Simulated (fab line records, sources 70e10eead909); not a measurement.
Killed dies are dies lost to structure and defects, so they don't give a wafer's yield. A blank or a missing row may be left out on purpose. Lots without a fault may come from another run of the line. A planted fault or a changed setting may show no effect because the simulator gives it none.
Chamber matching | flow nand_harc | NHARC_A_M1_ETCH_35 on rie_diel-06: 4 sister chambers
The step etches the open film in N2/H2, target depth 40 nm, overetch 12 nm, time 43.94 s. 8 wafers are shown with their chamber, then 12 later ones without.

WAFERS WITH THEIR CHAMBER
wafer  | chamber | drypump_motor_current_A (A) | rf_vpp_V (V)
L085.6 | 0       | 5.0                         | 429.0
L089.1 | 0       | 5.0                         | 429.5
L089.4 | 3       | 6.0                         | 432.2
L089.5 | 2       | 5.8                         | 427.6
L089.6 | 1       | 5.2                         | 425.8
L092.1 | 1       | 5.2                         | 426.3
L092.2 | 2       | 5.8                         | 429.5
L092.4 | 3       | 5.9                         | 432.4

WAFERS WITHOUT THEIR CHAMBER
wafer  | drypump_motor_current_A (A) | rf_vpp_V (V)
L092.3 | 5.0                         | 428.1
L092.5 | 5.8                         | 428.7
L092.6 | 5.2                         | 425.3
L094.1 | 5.9                         | 431.9
L094.3 | 5.2                         | 426.9
L094.4 | 5.8                         | 428.5
L096.1 | 5.0                         | 428.2
L096.2 | 5.8                         | 428.0
L096.3 | 5.2                         | 427.3
L096.4 | 5.9                         | 432.5
L096.5 | 5.2                         | 426.5
L096.6 | 5.7                         | 429.6

WHICH CHAMBER EACH WENT THROUGH
wafer  | from the rows above | in truth
L092.3 | 0                   | 0
L092.5 | 2                   | 2
L092.6 | 1                   | 1
L094.1 | 3                   | 3
L094.3 | 1                   | 1
L094.4 | 2                   | 2
L096.1 | 0                   | 0
L096.2 | 2                   | 2
L096.3 | 1                   | 1
L096.4 | 3                   | 3
L096.5 | 1                   | 1
L096.6 | 2                   | 2
Placed correctly: 12 of 12. Can't be placed from these rows: 0. Placed wrongly: 0.
How it was worked out, from the rows above alone: a wafer's distance from a chamber is the root of the sum, over the readings, of the square of ((its reading less the chamber's mean) divided by the reading's scatter). The wafer belongs to the nearest chamber; if the next one is less than 2 further off, it can't be placed. A chamber's mean is the mean of its shown wafers. The scatter: the root of (the sum of the squares of (reading less its chamber's mean) over the shown wafers, divided by (wafers less chambers)).
